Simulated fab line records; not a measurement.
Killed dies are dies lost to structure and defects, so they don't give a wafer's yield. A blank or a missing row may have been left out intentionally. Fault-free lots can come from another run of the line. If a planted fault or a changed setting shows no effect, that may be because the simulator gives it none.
8D (eight disciplines) problem report, filled in by code + flow n5 finfet + the parts of the form that need people (team, actions taken, sign-off) are left out

== 1. WHAT IS WRONG ==
Wafers without a fault read 35, standard deviation 11; killed_at_M0_to_M3 at N5_PASSIVATION_PROBE_49 reads a mean of 348 on 3 wafers belonging to 2 lots. That is +28 standard deviations from the usual mean.
First observed at day 13 16:22: wafer L771.4, on prober-02. The record has a number at this step for 6 wafers belonging to 2 lots. Rule for "out" (also "out of limits"): further than 4 standard deviations from the usual mean. The other wafers with a number count as sound.

== 2. WHAT IT IS, AND WHAT IT ISN'T ==
| question                    | is                                                                                                                                        | is not                                                                                               |
|-----------------------------|-------------------------------------------------------------------------------------------------------------------------------------------|------------------------------------------------------------------------------------------------------|
| which readings at this step | killed_at_M0_to_M3, defect limited yield, killed dies, killed on rim, sort_bin_5_function, sort_bin_6_memory, sort n pass, sort yield pct | killed_at_M4_up, killed at contacts, killed at front end, killed at other, killed open, killed short |
| which lots                  | L771, L772                                                                                                                                | -                                                                                                    |
| which wafers of those lots  | L771.4, L771.5, L772.6                                                                                                                    | L771.2, L772.1, L772.4                                                                               |
| read on which tools         | prober-01, prober-02                                                                                                                      | -                                                                                                    |
| when                        | from day 13 16:22                                                                                                                         | up to then (1 sound wafer); but 2 sound wafers of L772 came after                                    |

== 3. WHAT RULES OUT EACH SUSPECT ==
Counting: a tool at a process step up to the reading stays a suspect if it ran every lot that is out. Sound lots after the first of them don't rule it out here, since some wafers of a struck lot are sound.
- ecd cu-01 at N5_BEOL_M2_ECD_50 (material Cu, target thk 300 nm): kept. It ran every lot that is out, first L771 (day 8 04:40).
- pecvd-02 at N5_PASSIVATION_PECVD_55 (deposits SiO2 from SiH4/N2O, target thk 400 nm, time 22.5 s): kept. It ran every lot that is out, first L772 (day 13 08:16).
Left after counting: ecd cu-01 at N5_BEOL_M2_ECD_50, pecvd-02 at N5_PASSIVATION_PECVD_55.

== 4. THE CAUSE (what the simulator had put in) ==
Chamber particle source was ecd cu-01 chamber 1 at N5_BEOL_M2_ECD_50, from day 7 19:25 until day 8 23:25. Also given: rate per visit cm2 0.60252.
After counting, 2 suspects remain, this tool included.

== 5. THE CHAIN OF EFFECTS, in route order ==
Each row: a reading where the mean over the struck wafers with a number is more than 3 standard deviations away from the usual. Only readings for which the record gives a usual standard deviation are gone through. hours: the time from each lot's start at the first step in this table that gives one to its start at this step, as a median over the lots. sigmas: the change in usual standard deviations.
| hours | step                    | reading              | usual  | on struck wafers | change | sigmas |
|-------|-------------------------|----------------------|--------|------------------|--------|--------|
| 0     | N5_PASSIVATION_PROBE_49 | defect limited yield | 91.3 % | 65.1             | -26.2  | -19    |
| 0     | N5_PASSIVATION_PROBE_49 | killed_at_M0_to_M3   | 35     | 348              | +313   | +28    |
| 0     | N5_PASSIVATION_PROBE_49 | killed dies          | 103    | 411              | +308   | +18    |
| 0     | N5_PASSIVATION_PROBE_49 | killed on rim        | 13     | 53               | +40    | +10    |
| 0     | N5_PASSIVATION_PROBE_49 | sort_bin_5_function  | 5.1 %  | 20.4             | +15.3  | +17    |
| 0     | N5_PASSIVATION_PROBE_49 | sort_bin_6_memory    | 3.3 %  | 12.3             | +9.0   | +13    |
| 0     | N5_PASSIVATION_PROBE_49 | sort n pass          | 1077   | 769              | -308   | -18    |
| 0     | N5_PASSIVATION_PROBE_49 | sort yield pct       | 91.3 % | 65.1             | -26.2  | -19    |
The process steps in it:
- N5_PASSIVATION_PROBE_49

== 6. WHAT WOULD HAVE CAUGHT IT SOONER ==
141 hours passed between the start of the fault at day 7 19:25 and the first reading out of limits in this record, taken at day 13 16:22.
All the lots that are out (2) had begun N5_BEOL_M2_ECD_50 on ecd cu-01 by day 13 16:22. Tool hold at that time: it would have spared none of them.
